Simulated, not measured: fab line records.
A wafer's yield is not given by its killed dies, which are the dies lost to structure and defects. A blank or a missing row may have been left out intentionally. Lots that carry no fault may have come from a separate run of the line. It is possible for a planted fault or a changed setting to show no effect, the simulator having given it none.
fab line records    flow n5-finfet    part 1 of 2: steps 1 to 4 of 6
record: lots: 21  wafers: 63  last-day: 18
route steps=1938 shown SDB@368 HKMG_FIN@388
lots untouched by any fault: they come from a run of this same line in which no faults occurred
start-h: start of the lot's first displayed wafer, in hours after the record's first day    wait-h: hours since the lot's step before    " identical to the entry in the row above    L1.1+2: several wafers, shown together as one row    - either no value or no given start    * or withheld: withheld    < > ~ a bound
route shown NAME@n: a module of which the file shows steps, and the number in the route of the first    usual: the fault-free wafers' mean and standard deviation    same: alike in all rows    chamber/n: place in a boat    sites: each site's reading    _std_site: standard deviation across them    _edge_site: outer sites' mean less inner sites'    radius-mm: how far each site lies from the wafer's centre    mask NAME#n: copy n    behind: the last tool/chamber to shape the wafer    hold: why the lot was held/for how many hours/how that ended    device: transistor that didn't switch, given as n, p or np    end of line: at the end of the route, the tests of the same wafers    step lacking rows: just its recipe    killed: at the first sort, the dies lost to defects and structure; wafer yield is something else    map: shows each die of a wafer: x if killed, . if not, _ if none is there
set.NAME: the setting as run; set.NAME@STEP: as run at that earlier step    model.NAME: the simulator's own value behind a step, which no gauge read
the route's steps for a sample of lots (tables are steps, rows are wafers)
services: a tool's chamber out of use, with start hour (start-h, from the record's first day; less than 0 if before it), hours out, and reason
== steps ==
step: N5_SDB_ETCH_25
recipe: chemistry: C4F6/O2  target: SiO2  target-depth-a: 100  time-s: 3.3  ion-energy-ev: 250  mask-material: SiNx  pressure-mtorr: 30  source-w: 345  bias-w: 185  Ar_flow_sccm: 300  C4F6_flow_sccm: 10  O2_flow_sccm: 10
usual: drypump-motor-current-A: 5.9/0.37  oes-product-au: 0.81/0.11  rf-vpp-V: 675/8.6  showerhead-plenum-p-Torr: 2.88/0.08  throttle-valve-pct: 21.23/0.24
lot.wafer  tool         chamber  start-h  wait-h  drypump-motor-current-A  oes-product-au  rf-hours-counter-h  rf-vpp-V  showerhead-plenum-p-Torr  throttle-valve-pct
L075.2     rie-diel-02  3        75.46    0.3     5.5                      0.70            243                 661       2.93                      21.04
L075.4     "            0        "        "       6.0                      0.93            16                  671       2.90                      20.89
L075.6     "            0        "        "       6.0                      0.93            -                   672       2.90                      20.90
L076.3     rie-diel-06  0        84.65    0.2     6.2                      0.66            257                 678       2.80                      21.57
L076.4     "            2        "        "       5.7                      1.00            1                   671       2.80                      21.00
L076.6     "            1        "        "       6.5                      0.68            -                   680       2.91                      21.55
L077.1     rie-diel-02  0        85.08    0.2     6.0                      0.91            20                  672       2.90                      20.90
L077.2     "            1        "        "       5.5                      0.75            168                 665       2.96                      21.53
L077.3     "            3        "        "       5.5                      0.69            246                 660       2.93                      21.05
L078.1     rie-diel-06  3        92.48    0.1     5.4                      0.71            167                 682       2.84                      21.44
L078.2     "            2        "        "       5.7                      0.97            5                   671       2.80                      21.00
L078.5     "            1        "        "       6.5                      0.68            -                   680       2.91                      21.57
L079.1     rie-diel-06  2        96.81    0.1     5.7                      0.96            8                   670       2.80                      21.01
L079.3     "            1        "        "       6.5                      0.67            240                 679       2.91                      21.56
L079.5     "            3        "        "       5.4                      0.71            -                   683       2.84                      21.45
L080.4     rie-diel-01  0        101.22   0.1     6.0                      0.91            -                   666       3.00                      20.89
L080.5     "            2        "        "       5.9                      0.72            -                   679       2.94                      21.28
L080.6     "            1        "        "       6.1                      0.71            -                   683       2.81                      21.27
L081.2     rie-diel-06  1        111.32   0.9     6.5                      0.67            248                 679       2.90                      21.58
L081.3     "            2        "        "       5.7                      0.93            16                  670       2.79                      21.02
L081.4     "            1        "        "       6.5                      0.67            -                   682       2.90                      21.59
L082.3     rie-diel-06  2        114.08   0.0     5.7                      0.93            18                  670       2.79                      21.02
L082.4     "            0        "        "       6.2                      1.00            -                   678       2.80                      21.28
L082.6     "            3        "        "       5.4                      0.70            -                   682       2.83                      21.46
L083.1     rie-diel-01  3        120.35   0.0     5.3                      0.95            5                   668       3.03                      21.29
L083.4     "            1        "        "       6.1                      0.71            231                 683       2.80                      21.30
L083.5     "            1        "        "       6.1                      0.71            -                   684       2.80                      21.29
L084.2     rie-diel-01  3        128.49   0.0     5.3                      0.93            9                   668       3.03                      21.30
L084.3     "            2        "        "       5.9                      0.71            211                 679       2.94                      21.30
L084.6     "            2        "        "       5.9                      0.71            -                   678       2.94                      21.29
L085.3     rie-diel-06  2        135.16   0.2     5.7                      0.91            26                  670       2.79                      21.02
L085.5     "            0        "        "       6.2                      0.95            -                   677       2.79                      21.28
L085.6     "            3        "        "       5.4                      0.70            -                   682       2.83                      21.47
L087.1     rie-diel-02  0        145.01   0.0     6.0                      0.87            46                  671       2.89                      20.93
L087.2     "            3        "        "       5.5                      0.92            7                   661       2.92                      20.75
L087.5     "            2        "        "       6.2                      0.91            -                   701       2.88                      20.70
L088.1     rie-diel-06  1        155.22   0.0     6.5                      0.94            8                   680       2.90                      21.24
L088.5     "            3        "        "       5.4                      0.69            -                   680       2.82                      21.49
L088.6     "            2        "        "       5.7                      0.90            -                   670       2.79                      21.04
L089.1     rie-diel-01  0        156.24   0.1     6.0                      0.87            41                  665       2.99                      20.91
L089.2     "            3        "        "       5.3                      0.91            18                  666       3.02                      21.31
L089.6     "            2        "        "       5.9                      0.71            -                   681       2.93                      21.31
L090.1     rie-diel-01  2        162.50   0.2     5.9                      0.71            223                 679       2.93                      21.32
L090.4     "            0        "        "       6.0                      0.87            42                  665       2.99                      20.94
L090.5     "            0        "        "       6.1                      0.87            -                   663       2.99                      20.93
L091.1     rie-diel-01  3        168.90   0.0     5.3                      0.90            21                  667       3.02                      21.32
L091.4     "            2        "        "       5.9                      0.70            226                 679       2.93                      21.33
L091.5     "            3        "        "       5.3                      0.90            -                   667       3.02                      21.32
L092.2     rie-diel-01  2        172.34   0.0     5.9                      0.71            226                 679       2.93                      21.31
L092.3     "            1        "        "       6.1                      0.69            250                 684       2.79                      21.31
L092.6     "            3        "        "       5.3                      0.90            -                   667       3.02                      21.34
L093.2     rie-diel-01  2        181.37   0.2     5.9                      0.70            231                 679       2.93                      21.33
L093.5     "            3        "        "       5.3                      0.90            -                   668       3.02                      21.32
L093.6     "            2        "        "       5.9                      0.70            -                   680       2.93                      21.32
L094.2     rie-diel-06  2        184.82   0.0     5.7                      0.89            44                  671       2.78                      21.07
L094.3     "            0        "        "       6.2                      0.90            30                  676       2.78                      21.34
L094.4     "            3        "        "       5.4                      0.68            207                 683       2.82                      21.49
L096.3     rie-diel-06  1        199.83   0.0     6.5                      0.90            25                  680       2.89                      21.27
L096.4     "            3        "        "       5.4                      0.67            213                 680       2.82                      21.50
L096.5     "            3        "        "       5.4                      0.68            -                   681       2.82                      21.49
L097.2     rie-diel-06  2        209.11   0.0     5.7                      0.86            52                  670       2.78                      21.08
L097.4     "            0        "        "       6.2                      0.88            38                  676       2.78                      21.34
L097.5     "            0        "        "       6.2                      0.88            -                   676       2.78                      21.32
step: N5_HKMG_FIN_ALD_74
recipe: material: La2O3  target-thk-a: 5  temp-c: 250  ald-precursor-family: La-Cp  ald-co-reactant: O3  pulse-time-s: 6  co-reactant-pulse-time-s: 1  purge-time-s: 3  co-reactant-purge-time-s: 3
usual: heater-power-w: 358/36  precursor-pulse-height-rel: 1.001/0.019
lot.wafer  tool       chamber  start-h  wait-h  heater-power-w  precursor-pulse-height-rel
L075.2     ald-hk-01  3        80.17    0.2     341             1.016
L075.4     "          0        "        "       346             0.984
L075.6     "          0        "        "       350             0.982
L076.3     ald-hk-01  3        88.96    0.1     336             1.008
L076.4     "          2        "        "       346             1.031
L076.6     "          2        "        "       342             1.009
L077.1     ald-hk-02  1        89.75    0.2     328             1.039
L077.2     "          0        "        "       438             0.990
L077.3     "          2        "        "       366             1.007
L078.1     ald-hk-01  1        96.92    0.2     335             1.022
L078.2     "          0        "        "       351             1.008
L078.5     "          0        "        "       348             1.011
L079.1     ald-hk-02  3        101.11   0.2     443             0.987
L079.3     "          1        "        "       335             1.003
L079.5     "          1        "        "       327             1.034
L080.4     ald-hk-01  3        105.90   0.1     342             0.997
L080.5     "          3        "        "       339             0.987
L080.6     "          0        "        "       354             1.010
L081.2     ald-hk-01  3        115.86   0.2     338             0.992
L081.3     "          0        "        "       351             0.991
L081.4     "          2        "        "       347             0.975
L082.3     ald-hk-02  0        118.39   0.1     436             1.012
L082.4     "          2        "        "       375             0.965
L082.6     "          0        "        "       434             1.035
L083.1     ald-hk-01  2        124.82   0.2     352             1.032
L083.4     "          0        "        "       356             1.011
L083.5     "          2        "        "       345             0.994
L084.2     ald-hk-01  0        132.86   0.2     350             1.015
L084.3     "          2        "        "       346             0.994
L084.6     "          2        "        "       343             1.001
L085.3     ald-hk-03  3        139.67   0.3     373             1.006
L085.5     "          1        "        "       304             0.977
L085.6     "          0        "        "       402             1.008
L087.1     ald-hk-01  2        149.64   0.2     343             0.982
L087.2     "          3        "        "       338             1.020
L087.5     "          2        "        "       337             0.982
L088.1     ald-hk-02  1        159.56   0.2     329             0.969
L088.5     "          2        "        "       364             1.016
L088.6     "          1        "        "       330             0.999
L089.1     ald-hk-03  3        160.74   0.2     380             1.019
L089.2     "          2        "        "       396             1.008
L089.6     "          1        "        "       308             0.975
L090.1     ald-hk-01  3        166.90   0.2     345             0.963
L090.4     "          1        "        "       330             1.004
L090.5     "          1        "        "       322             1.038
L091.1     ald-hk-01  3        173.30   0.2     339             0.979
L091.4     "          1        "        "       326             1.017
L091.5     "          2        "        "       349             0.982
L092.2     ald-hk-01  0        176.72   0.2     355             0.970
L092.3     "          2        "        "       350             0.999
L092.6     "          0        "        "       350             0.991
L093.2     ald-hk-01  3        187.32   0.2     342             0.963
L093.5     "          0        "        "       350             0.989
L093.6     "          1        "        "       325             0.987
L094.2     ald-hk-02  0        189.89   0.2     431             1.017
L094.3     "          2        "        "       369             0.996
L094.4     "          1        "        "       330             1.012
L096.3     ald-hk-01  0        205.27   0.1     342             0.991
L096.4     "          1        "        "       322             0.974
L096.5     "          0        "        "       349             1.048
L097.2     ald-hk-02  1        213.64   0.2     334             1.006
L097.4     "          3        "        "       440             1.000
L097.5     "          0        "        "       428             1.007
step: N5_HKMG_FIN_ETCH_55
recipe: chemistry: N2/H2  target: SOC  target-depth-a: 2400  temp-c: 40  time-s: 300  ion-energy-ev: 200  mask-material: SiARC  pressure-mtorr: 30  source-w: 840  bias-w: 150  n2-flow-sccm: 200  h2-flow-sccm: 200
usual: drypump-motor-current-A: 5.9/0.34  oes-product-au: 0.82/0.1  rf-vpp-V: 525.0/1.9  showerhead-plenum-p-Torr: 2.58/0.061  throttle-valve-pct: 17.81/0.26
lot.wafer  tool         chamber  start-h  wait-h  drypump-motor-current-A  oes-product-au  rf-hours-counter-h  rf-vpp-V  showerhead-plenum-p-Torr  throttle-valve-pct
L075.2     rie-diel-06  1        81.04    0.0     6.5                      0.68            232                 526.3     2.61                      18.26
L075.4     "            1        "        "       6.5                      0.68            -                   525.3     2.61                      18.26
L075.6     "            0        "        "       6.2                      0.66            -                   524.5     2.50                      18.38
L076.3     rie-diel-02  1        89.61    0.0     5.5                      0.75            170                 527.2     2.62                      17.90
L076.4     "            2        "        "       6.2                      0.96            11                  526.5     2.59                      17.29
L076.6     "            1        "        "       5.5                      0.75            -                   526.3     2.62                      17.91
L077.1     rie-diel-02  1        90.51    0.0     5.5                      0.75            170                 526.7     2.62                      17.91
L077.2     "            0        "        "       6.0                      0.92            22                  526.9     2.60                      17.56
L077.3     "            3        "        "       5.5                      0.70            249                 526.4     2.62                      17.83
L078.1     rie-diel-06  2        97.98    0.0     5.7                      0.97            9                   522.7     2.50                      17.75
L078.2     "            1        "        "       6.5                      0.67            241                 524.7     2.61                      18.27
L078.5     "            1        "        "       6.5                      0.67            -                   526.4     2.61                      18.27
L079.1     rie-diel-01  1        101.94   0.0     6.1                      0.71            224                 521.8     2.51                      18.08
L079.3     "            2        "        "       5.9                      0.73            201                 526.0     2.61                      17.83
L079.5     "            2        "        "       5.9                      0.72            -                   525.2     2.61                      17.85
L080.4     rie-diel-02  0        106.71   0.1     6.0                      0.90            -                   525.6     2.59                      17.56
L080.5     "            2        "        "       6.2                      0.93            -                   523.8     2.59                      17.32
L080.6     "            1        "        "       5.5                      0.74            -                   526.1     2.61                      17.93
L081.2     rie-diel-06  0        116.59   0.0     6.2                      1.00            1                   522.6     2.50                      18.01
L081.3     "            2        "        "       5.7                      0.93            19                  522.5     2.50                      17.76
L081.4     "            0        "        "       6.2                      0.99            -                   521.2     2.50                      18.02
L082.3     rie-diel-02  2        119.06   0.0     6.2                      0.91            25                  525.5     2.59                      17.32
L082.4     "            1        "        "       5.5                      0.73            -                   526.6     2.61                      17.94
L082.6     "            0        "        "       6.0                      0.88            -                   524.1     2.59                      17.57
L083.1     rie-diel-06  0        125.68   0.0     6.2                      0.98            5                   522.5     2.49                      18.03
L083.4     "            2        "        "       5.7                      0.92            -                   521.7     2.50                      17.78
L083.5     "            3        "        "       5.4                      0.70            -                   522.6     2.52                      18.14
L084.2     rie-diel-02  1        133.46   0.0     5.5                      0.73            189                 526.6     2.61                      17.96
L084.3     "            2        "        "       6.2                      0.92            30                  526.1     2.59                      17.34
L084.6     "            2        "        "       6.2                      0.91            -                   526.3     2.59                      17.35
L085.3     rie-diel-06  3        140.26   0.0     5.4                      0.70            190                 525.2     2.51                      18.14
L085.5     "            0        "        "       6.2                      0.95            -                   522.7     2.49                      18.03
L085.6     "            3        "        "       5.4                      0.69            -                   523.1     2.52                      18.13
L087.1     rie-diel-01  3        150.45   0.0     5.3                      0.92            16                  528.9     2.69                      17.84
L087.2     "            1        "        "       6.1                      0.70            242                 523.0     2.50                      18.11
L087.5     "            1        "        "       6.1                      0.71            -                   522.5     2.50                      18.11
L088.1     rie-diel-02  1        160.16   0.0     5.5                      0.71            200                 525.8     2.60                      17.95
L088.5     "            1        "        "       5.5                      0.72            -                   526.0     2.60                      17.96
L088.6     "            0        "        "       6.0                      0.86            -                   525.6     2.58                      17.61
L089.1     rie-diel-02  0        161.85   0.0     6.0                      0.85            54                  524.2     2.58                      17.61
L089.2     "            1        "        "       5.5                      0.71            200                 525.7     2.60                      17.96
L089.6     "            0        "        "       6.0                      0.84            -                   524.5     2.58                      17.62
L090.1     rie-diel-01  1        167.51   0.0     6.0                      0.69            248                 522.5     2.50                      18.11
L090.4     "            2        "        "       5.9                      0.71            225                 525.7     2.60                      17.89
L090.5     "            2        "        "       5.9                      0.71            -                   525.9     2.60                      17.89
L091.1     rie-diel-06  1        174.02   0.0     6.5                      0.91            15                  524.4     2.59                      17.87
L091.4     "            0        "        "       6.2                      0.92            25                  522.0     2.49                      18.05
L091.5     "            0        "        "       6.2                      0.92            -                   522.7     2.49                      18.07
L092.2     rie-diel-01  0        177.34   0.0     6.0                      0.86            47                  528.2     2.70                      17.76
L092.3     "            3        "        "       5.3                      0.90            24                  529.6     2.68                      17.83
L092.6     "            3        "        "       5.3                      0.90            -                   527.3     2.68                      17.85
L093.2     rie-diel-02  0        188.04   0.0     6.0                      0.85            64                  525.0     2.58                      17.63
L093.5     "            1        "        "       5.5                      0.72            -                   524.4     2.60                      17.98
L093.6     "            0        "        "       6.0                      0.85            -                   525.5     2.58                      17.62
L094.2     rie-diel-06  2        190.81   0.0     5.7                      0.88            46                  522.3     2.49                      17.81
L094.3     "            0        "        "       6.2                      0.90            32                  522.7     2.48                      18.05
L094.4     "            1        "        "       6.5                      0.90            22                  526.1     2.59                      17.90
L096.3     rie-diel-01  1        206.00   0.0     6.0                      0.95            4                   521.5     2.50                      17.67
L096.4     "            3        "        "       5.3                      0.87            35                  529.2     2.68                      17.87
L096.5     "            3        "        "       5.3                      0.87            -                   527.5     2.68                      17.85
L097.2     rie-diel-02  2        214.36   0.0     6.2                      0.87            56                  524.0     2.58                      17.38
L097.4     "            3        "        "       5.6                      0.86            32                  527.2     2.60                      17.53
L097.5     "            3        "        "       5.5                      0.86            -                   525.5     2.60                      17.53
step: N5_HKMG_FIN_STRIP_57
recipe: chemistry: CF4  resist: SiARC  power-w: 300  bias-power-w: 75  pressure-mtorr: 50  cf4-flow-sccm: 150  rf-frequency-hz: 6e+07
usual: drypump-motor-current-A: 5.8/0.34  oes-product-au: 0.81/0.091  power-w: 300.0/0.8  rf-vpp-V: 271.7/1.3  showerhead-plenum-p-Torr: 1.82/0.045  throttle-valve-pct: 13.5/0.34
lot.wafer  tool         chamber  start-h  wait-h  drypump-motor-current-A  oes-product-au  power-w  rf-hours-counter-h  rf-vpp-V  showerhead-plenum-p-Torr  throttle-valve-pct
L075.2     rie-diel-06  1        81.23    0.0     6.6                      0.69            300.5    232                 271.4     1.84                      14.1
L075.4     "            1        "        "       6.5                      0.68            300.4    -                   271.2     1.84                      14.1
L075.6     "            0        "        "       6.2                      0.65            300.1    -                   270.0     1.77                      14.1
L076.3     rie-diel-02  1        89.80    0.0     5.5                      0.75            299.0    170                 272.0     1.87                      14.0
L076.4     "            2        "        "       6.2                      0.94            299.6    11                  272.6     1.82                      13.0
L076.6     "            1        "        "       5.5                      0.74            300.6    -                   270.7     1.87                      14.0
L077.1     rie-diel-02  1        90.70    0.0     5.5                      0.75            301.0    170                 273.1     1.87                      14.0
L077.2     "            0        "        "       6.0                      0.90            300.5    22                  271.8     1.81                      13.2
L077.3     "            3        "        "       5.5                      0.70            300.5    249                 271.5     1.84                      13.6
L078.1     rie-diel-06  2        98.17    0.0     5.7                      0.94            300.2    9                   271.0     1.76                      13.3
L078.2     "            1        "        "       6.5                      0.68            298.4    241                 272.1     1.84                      14.1
L078.5     "            1        "        "       6.6                      0.67            299.4    -                   272.6     1.84                      14.1
L079.1     rie-diel-01  1        102.14   0.0     6.1                      0.71            300.5    224                 269.5     1.76                      13.7
L079.3     "            2        "        "       5.9                      0.72            299.4    201                 272.1     1.83                      13.7
L079.5     "            2        "        "       5.9                      0.72            298.3    -                   273.5     1.83                      13.7
L080.4     rie-diel-02  0        106.82   0.0     6.0                      0.88            300.9    -                   274.2     1.81                      13.2
L080.5     "            2        "        "       6.2                      0.92            299.4    -                   271.8     1.81                      13.1
L080.6     "            1        "        "       5.5                      0.74            298.5    -                   272.2     1.87                      14.0
L081.2     rie-diel-06  0        116.78   0.0     6.2                      0.96            300.4    1                   270.0     1.77                      13.5
L081.3     "            2        "        "       5.7                      0.91            300.5    19                  270.3     1.76                      13.3
L081.4     "            0        "        "       6.2                      0.96            300.3    -                   270.7     1.77                      13.5
L082.3     rie-diel-02  2        119.25   0.0     6.2                      0.90            301.0    25                  272.1     1.81                      13.1
L082.4     "            1        "        "       5.5                      0.74            300.2    -                   272.3     1.86                      14.0
L082.6     "            0        "        "       6.0                      0.87            300.2    -                   271.4     1.81                      13.2
L083.1     rie-diel-06  0        125.87   0.0     6.2                      0.92            298.9    6                   269.1     1.77                      13.5
L083.4     "            2        "        "       5.7                      0.90            299.6    -                   272.0     1.76                      13.3
L083.5     "            3        "        "       5.4                      0.70            298.8    -                   271.0     1.79                      13.9
L084.2     rie-diel-02  1        133.65   0.0     5.5                      0.73            300.7    189                 273.1     1.86                      14.0
L084.3     "            2        "        "       6.1                      0.90            299.2    30                  271.8     1.81                      13.1
L084.6     "            2        "        "       6.2                      0.90            300.1    -                   271.1     1.81                      13.1
L085.3     rie-diel-06  3        140.45   0.0     5.4                      0.69            300.7    190                 271.6     1.79                      13.9
L085.5     "            0        "        "       6.2                      0.92            300.3    -                   269.6     1.77                      13.5
L085.6     "            3        "        "       5.4                      0.70            301.5    -                   271.9     1.79                      13.9
L087.1     rie-diel-01  3        150.64   0.0     5.3                      0.89            298.5    16                  273.4     1.92                      13.6
L087.2     "            1        "        "       6.1                      0.70            300.7    242                 269.6     1.76                      13.8
L087.5     "            1        "        "       6.1                      0.70            299.7    -                   270.5     1.76                      13.8
L088.1     rie-diel-02  1        160.35   0.0     5.5                      0.72            300.5    200                 273.2     1.86                      14.0
L088.5     "            1        "        "       5.5                      0.72            299.5    -                   271.9     1.86                      14.0
L088.6     "            0        "        "       6.0                      0.85            300.9    -                   271.0     1.81                      13.3
L089.1     rie-diel-02  0        162.04   0.0     6.0                      0.85            300.3    54                  271.1     1.81                      13.2
L089.2     "            1        "        "       5.5                      0.73            300.8    200                 272.8     1.86                      14.1
L089.6     "            0        "        "       6.0                      0.85            299.9    -                   271.3     1.81                      13.2
L090.1     rie-diel-01  1        167.70   0.0     6.1                      0.69            300.5    248                 271.5     1.75                      13.8
L090.4     "            2        "        "       5.9                      0.70            299.9    225                 272.5     1.83                      13.7
L090.5     "            2        "        "       5.9                      0.70            300.0    -                   272.4     1.83                      13.7
L091.1     rie-diel-06  1        174.21   0.0     6.5                      0.91            300.5    15                  272.1     1.83                      13.6
L091.4     "            0        "        "       6.2                      0.88            300.3    25                  269.4     1.76                      13.6
L091.5     "            0        "        "       6.2                      0.88            301.4    -                   270.9     1.76                      13.6
L092.2     rie-diel-01  0        177.53   0.0     6.0                      0.85            298.5    48                  273.6     1.90                      13.5
L092.3     "            3        "        "       5.3                      0.87            299.6    24                  272.1     1.92                      13.6
L092.6     "            3        "        "       5.3                      0.87            299.8    -                   273.4     1.92                      13.6
L093.2     rie-diel-02  0        188.23   0.0     6.0                      0.83            299.8    64                  272.3     1.80                      13.3
L093.5     "            1        "        "       5.5                      0.72            299.7    -                   272.4     1.86                      14.1
L093.6     "            0        "        "       6.0                      0.83            299.5    -                   271.9     1.80                      13.3
L094.2     rie-diel-06  2        191.00   0.0     5.7                      0.86            300.1    46                  270.7     1.75                      13.4
L094.3     "            0        "        "       6.2                      0.87            301.2    32                  271.0     1.76                      13.6
L094.4     "            1        "        "       6.6                      0.90            300.2    22                  271.8     1.83                      13.6
L096.3     rie-diel-01  1        206.19   0.0     6.1                      0.94            300.5    4                   272.1     1.75                      13.2
L096.4     "            3        "        "       5.3                      0.86            300.6    35                  273.6     1.91                      13.6
L096.5     "            3        "        "       5.3                      0.85            299.4    -                   274.1     1.91                      13.7
L097.2     rie-diel-02  2        214.55   0.0     6.2                      0.85            300.6    56                  272.3     1.80                      13.1
L097.4     "            3        "        "       5.5                      0.86            300.0    32                  272.6     1.83                      13.1
L097.5     "            3        "        "       5.5                      0.85            300.6    -                   272.0     1.83                      13.1
